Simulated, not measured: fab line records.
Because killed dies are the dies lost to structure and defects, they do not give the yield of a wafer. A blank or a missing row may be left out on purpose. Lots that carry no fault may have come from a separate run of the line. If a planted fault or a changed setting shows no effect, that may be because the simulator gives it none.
Comparing a struck lot with a sound one	flow nandHarc	21 steps out of a route of 1159
Sound: these wafers, L328.3, L328.4, L328.5. Wafers struck: L337.3, L337.4, L337.5. The cause is given at the end.
Each step with rows lists, per side, the tool, then ch with its chambers, then its first start. Under that, the readings that differ: sound wafers	struck wafers	difference of the means	sigmas: that difference in standard deviations of wafers without a fault.
alike: readings whose means differ by less than 2 such deviations, and words and numbers that are the same on both sides. not compared: withheld readings, readings that some wafer has no value for, bounds like >300 that may hide the same value, and numbers for which the record gives no deviation and whose values overlap.
A row with sigmas, a row that says differs or no value, or rows on one side alone: a step with any of these is where the two part. When numbers do not overlap yet have no deviation, they are printed without sigmas and do not part them. A reading that every wafer of one side lacks parts them only if that side has two wafers or more.

NHARC_A_BLC_CVD_24: deposits W, target thk 150 nm, time 434 s.
  sound on cvdW-02 ch 0,1; struck on cvdW-02 ch 0,1
  alike: heaterPowerW, throttleValvePct
NHARC_A_BLC_CMP_25: polishes, t overpolish 30 s, target thk 150 nm.
  sound on cmp-03 ch 1,2,3, day 17 14:53; struck on cmp-04 ch 0,1,2, day 20 21:31
reading	sound	struck	difference	sigmas
timeToEndpointS (s)	25.8 28.5 27.4	32.0 34.3 30.8	+5.1	+2
  alike: motorCurrentA, overpolishRunS
next, for these wafers, 1 step has no rows: NHARC_A_BLC_SRD_27.
NHARC_A_BLC_INSPECT_28:
  sound on defectInspect-02, day 17 15:17; struck on defectInspect-02, day 20 21:54
  alike: rawDefectCount
then, 7 steps without rows for these wafers: NHARC_A_M0_DEP_00 (deposits SiOC, target thk 150 nm); NHARC_A_M0_DEHYDRATE_01 (time 120 s); NHARC_A_M0_HMDS_02 (time 30 s); NHARC_A_M0_COAT_33 (time 65 s); NHARC_A_M0_COAT_03 (resist thk 90 nm); NHARC_A_M0_SOFTBAKE_04 (time 55 s); NHARC_A_M0_EBR_05.
NHARC_A_M0_EXPOSE_06: exposes mask A M0, target cd 80 nm.
  sound on arfiScanner-01 ch 0, day 17 15:55; struck on arfiScanner-03 ch 0, day 20 22:49
reading	sound	struck	difference	sigmas
exposureDoseMJCm2	83.34 83.42 83.33	110.33 110.57 110.44	+27.08	+99 or more
  alike: mask
then, 2 steps without rows for these wafers: NHARC_A_M0_PEB_07 (peb time 65 s); NHARC_A_M0_DEVELOP_08 (develop time 35 s).
NHARC_A_M0_CD_MEAS_09: target cd 80 nm.
  sound on cdSem-02 ch 0, day 17 16:04; struck on cdSem-01 ch 0
reading	sound	struck	difference	sigmas
cdNm (nm)	79.1 79.5 79.8	98.0 98.2 98.6	+18.8	+31
  not compared: hold
NHARC_A_M0_OVL_MEAS_10: pitch 160 nm.
  sound on overlay-02, day 17 16:08; struck on overlay-01, day 21 02:07
reading	sound	struck	difference	sigmas
hold	- - -	awaitDispo/2.9h/release awaitDispo/2.9h/release awaitDispo/2.9h/release	no value on the sound wafers	
overlayXNm (nm)	-1.1 -0.7 -1.1	0.7 0.6 0.8	+1.7	+2
  alike: overlayYNm
NHARC_A_M0_INSPECT_11:
  sound on defectInspect-02, day 17 16:11; struck on defectInspect-01, day 21 02:09
  alike: rawDefectCount
NHARC_A_M0_DESCUM_14: chemistry O2, time 3 s.
  sound on rieDiel-02 ch 0,3, day 17 16:14; struck on rieDiel-02 ch 0,1,3, day 21 02:13
reading	sound	struck	difference	sigmas
model.A_M0.cdNm (nm)	79.35 79.93 79.64	97.69 97.84 98.44	+18.35	
  alike: drypumpMotorCurrentA, oesProductAu, rfVppV, showerheadPlenumPTorr, throttleValvePct
  not compared: rfHoursCounterH
NHARC_A_M0_ETCH_34: etches the open film in N2/H2, target depth 40 nm, overetch 12 nm, time 43.94 s.
  sound on rieDiel-02 ch 2,3, day 17 16:20; struck on rieDiel-02 ch 1,2,3, day 21 02:18
  alike: drypumpMotorCurrentA, oesProductAu, rfVppV, showerheadPlenumPTorr, throttleValvePct
  not compared: rfHoursCounterH
NHARC_A_M0_ETCH_15: etches the open film in C4F8/Ar, target depth 150 nm, overetch 15 nm, time 82.5 s.
  sound on rieDiel-02 ch 2,3; struck on rieDiel-02 ch 0,1,3
reading	sound	struck	difference	sigmas
oesProductAu (a.u.)	0.982 0.982 0.980	0.916 0.928 0.923	-0.059	-3
model.A_M0.cdNm (nm)	79.35 80.13 79.87	97.48 97.85 98.3	+18.09	
  alike: rfVppV
  not compared: rfHoursCounterH
NHARC_A_M0_CD_MEAS_16:
  sound on cdSem-02, day 17 16:33; struck on cdSem-01, day 21 02:43
reading	sound	struck	difference	sigmas
cdNm (nm)	79.1 80.1 80.0	97.4 98.0 98.2	+18.1	+30
  not compared: hold

== WHERE THEY PART ==
Earliest at NHARC_A_BLC_CMP_25; latest, in this record, at NHARC_A_M0_CD_MEAS_16.

WHY: what the simulator had put in
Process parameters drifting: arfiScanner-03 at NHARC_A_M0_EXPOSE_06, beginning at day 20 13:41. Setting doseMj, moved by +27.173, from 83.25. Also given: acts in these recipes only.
